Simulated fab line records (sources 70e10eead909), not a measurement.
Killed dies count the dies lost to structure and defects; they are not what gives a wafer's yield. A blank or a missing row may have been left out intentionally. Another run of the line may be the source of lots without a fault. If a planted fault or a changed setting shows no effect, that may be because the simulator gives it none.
Struck lot and sound lot, side by side    flow nand harc    28 out of 1159 route steps
Sound: the wafers L475.2, L475.5, L475.6. Struck: wafers L484.1, L484.2, L484.6. At the end, the cause is stated.
Per side, at each step with rows, come the tool, then ch with its chambers, and then its first start. Under that, the readings that differ: sound wafers    struck wafers    difference of the means    sigmas: that difference in standard deviations of wafers without a fault.
alike: same words and numbers on both sides, and readings whose means sit less than 2 such deviations apart. not compared: any withheld reading, any reading some wafer has no value for, any bound like >300 that may hide the same value, and any number with overlapping values for which the record gives no deviation.
Wherever a step has rows on one side only, a row that says differs or no value, or a row with sigmas, the two part there. Non-overlapping numbers with no deviation appear without sigmas and do not part them. Lack of a reading on every wafer of one side parts them only where that side has two or more wafers.

first, 1 step without rows for these wafers: NHARC_A_M0_STRIP_19 (strips in post etch residue remover, time 600 s).
NHARC_A_M0_DEGAS_28: time 60 s.
  struck on pvd sputter-03, day 22 05:29; sound on pvd sputter-03, day 19 22:16
  alike: heater power w
NHARC_A_M0_PRE_CLEAN_29: time 30 s.
  sound on pvd sputter-03; struck on pvd sputter-03
  alike: heater power w
then, 1 step without rows for these wafers: NHARC_A_M0_PVD_20 (deposits TaN, target thk 5 nm, time 8.06 s).
NHARC_A_M0_PVD_21: deposits Cu, target thk 30 nm, time 20.49 s.
  sound on pvd sputter-03; struck on pvd sputter-03
  alike: cathode dc power W, throttle valve pct
then, 3 steps without rows for these wafers: NHARC_A_M0_ECD_22 (material Cu, target thk 400 nm); NHARC_A_M0_ANNEAL_30 (time 90 s); NHARC_A_M0_CMP_23 (polishes, t overpolish 20 s, target thk 113.75 nm).
NHARC_A_M0_THK_MEAS_24: measures by xrf.
  struck on film metro-02, day 22 07:03; sound on film metro-01, day 19 23:41
  alike: thk nm
next, for these wafers, 1 step has no rows: NHARC_A_M0_SRD_25.
NHARC_A_M0_INSPECT_27:
  struck on defect inspect-01, day 22 07:12; sound on defect inspect-01, day 19 23:50
  alike: raw defect count
NHARC_A_M0_PRE_CLEAN_31: time 12 s.
  sound on pecvd-04 ch 0,2, day 19 23:56; struck on pecvd-04 ch 0,2, day 22 07:16
  alike: heater power outer w, heater power w, rf fwd power W
NHARC_A_M0_DEP_32: deposits SiCN, target thk 30 nm.
  sound on pecvd-04 ch 0,2, day 20 00:04; struck on pecvd-04 ch 0,2, day 22 07:21
  alike: chamber pressure Torr, heater power outer w, heater power w, rf fwd power W
then, 10 steps without rows for these wafers: NHARC_A_M1_DEP_00 (deposits SiOC, target thk 182.5 nm); NHARC_A_M1_DEHYDRATE_01 (time 120 s); NHARC_A_M1_HMDS_02 (time 30 s); NHARC_A_M1_COAT_34 (time 65 s); NHARC_A_M1_COAT_03 (resist thk 90 nm); NHARC_A_M1_SOFTBAKE_04 (time 55 s); NHARC_A_M1_EBR_05; NHARC_A_M1_EXPOSE_06 (exposes mask A M1, target cd 120 nm); NHARC_A_M1_PEB_07 (peb time 65 s); NHARC_A_M1_DEVELOP_08 (develop time 35 s).
NHARC_A_M1_CD_MEAS_09 targets a cd of 120 nm.
  sound on cd sem-03 ch 0, day 20 01:14; struck on cd sem-02 ch 0, day 22 08:34
  alike: cd nm
NHARC_A_M1_OVL_MEAS_10: pitch 240 nm.
  struck on overlay-01, day 22 08:40; sound on overlay-01, day 20 01:20
reading            sound        struck          difference  sigmas
overlay y nm (nm)  1.6 1.5 1.2  -1.2 -1.2 -0.7  -2.5        -3
  alike: overlay x nm
NHARC_A_M1_INSPECT_11:
  struck on defect inspect-02, day 22 08:41; sound on defect inspect-01, day 20 01:22
reading           sound     struck       difference  sigmas
raw defect count  40 44 40  501 463 485  +442        +32
NHARC_A_M1_DESCUM_14: chemistry O2, time 3 s.
  sound on rie diel-05 ch 0,1,2, day 20 01:26; struck on rie diel-07 ch 0,3, day 22 08:46
reading                      sound        struck       difference  sigmas
drypump motor current A (A)  6.5 6.5 5.7  5.0 5.2 5.2  -1.1        -2
  alike: oes product au, rf vpp V, showerhead plenum p Torr, throttle valve pct
  not compared: rf hours counter h
NHARC_END_SORT_01:
  sound on prober-01 ch 0, day 21 10:35; struck on prober-01 ch 0, day 23 19:49
reading                   sound           struck          difference  sigmas
defect limited yield (%)  92.9 95.0 95.0  85.8 86.1 86.6  -8.1        -5
killed at array           40 32 32        95 91 90        +57         +5
killed dies               48 34 34        96 94 91        +55         +5
sort_bin_2_pct (%)        2.4 1.2 1.8     6.2 6.8 6.4     +4.7        +7
sort_bin_3_pct (%)        0.15 0.44 0.59  3.25 2.51 2.95  +2.51       +11
sort n pass               629 643 643     581 583 586     -55         -5
sort yield pct (%)        92.9 95.0 95.0  85.8 86.1 86.6  -8.1        -5
  alike: killed at other, killed at periphery, killed open, killed short, sort_bin_4_pct, sort rim yield pct

== WHERE THEY PART ==
At NHARC_A_M1_OVL_MEAS_10 first; at NHARC_END_SORT_01 last (within this record only).

WHY: whatever the simulator had introduced
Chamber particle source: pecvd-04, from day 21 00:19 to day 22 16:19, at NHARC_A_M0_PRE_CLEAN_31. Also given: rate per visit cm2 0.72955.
